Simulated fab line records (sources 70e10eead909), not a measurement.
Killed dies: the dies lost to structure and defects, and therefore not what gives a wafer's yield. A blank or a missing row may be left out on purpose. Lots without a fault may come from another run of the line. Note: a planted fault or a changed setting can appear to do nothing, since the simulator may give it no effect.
Matching of chambers ; flow nand harc ; NHARC_A_BLC_DESCUM_15 on rie diel-11: 4 sister chambers
The step chemistry O2, time 3 s. 16 wafers are shown with their chamber, then 8 later ones without.

## WAFERS WITH THEIR CHAMBER
wafer;chamber;drypump motor current A (A);oes product au (a.u.);rf vpp V (V)
L074.1;2;5.8;0.988;58.3
L074.2;3;6.2;0.991;58.1
L074.5;3;6.2;0.984;56.0
L084.1;2;5.8;0.968;55.5
L084.4;1;5.0;0.982;58.2
L084.6;1;5.0;0.981;58.6
L083.2;3;6.2;0.981;57.1
L083.3;0;6.5;1.013;58.7
L083.5;3;6.2;0.993;56.3
L086.1;2;5.8;0.980;56.7
L086.5;0;6.5;1.000;58.2
L086.6;1;5.0;0.990;58.6
L091.1;0;6.4;1.007;57.0
L091.3;2;5.9;0.982;57.3
L091.4;1;5.0;0.992;57.5
L090.1;1;5.0;1.004;57.8

SIGNATURES, as means of the wafers listed above
reading;chamber 0;chamber 1;chamber 2;chamber 3;scatter within a chamber
drypump motor current A;6.467;5.000;5.825;6.200;0.0344
oes product au;1.00667;0.98980;0.97950;0.98725;0.00784
rf vpp V;57.967;58.140;56.950;56.875;0.877
Rule: for a wafer and a chamber, the distance is found by dividing, reading by reading, the gap between the wafer's reading and the chamber's mean by the reading's scatter, squaring, summing and taking the root. The wafer belongs to the nearest chamber; if the next one is less than 2 further off, it can't be placed. The scatter: the root of (the sum of the squares of (reading less its chamber's mean) over the shown wafers, divided by (wafers less chambers)).

## WAFERS WITHOUT THEIR CHAMBER
wafer;drypump motor current A (A);oes product au (a.u.);rf vpp V (V)
L090.2;5.8;0.987;57.1
L090.6;6.4;0.998;57.2
L095.1;5.8;0.992;58.0
L095.2;6.5;1.015;56.6
L095.4;6.2;0.995;58.2
L097.1;5.8;0.988;57.0
L097.5;5.0;1.004;59.1
L097.6;6.4;1.001;57.7

## CHAMBER TAKEN BY EACH
wafer;from the rows above;in truth
L090.2;2;2
L090.6;0;0
L095.1;2;2
L095.2;0;0
L095.4;3;3
L097.1;2;2
L097.5;1;1
L097.6;0;0
Correct placement for 8 of the 8. Not placeable from these rows: 0. Number placed wrongly: 0.
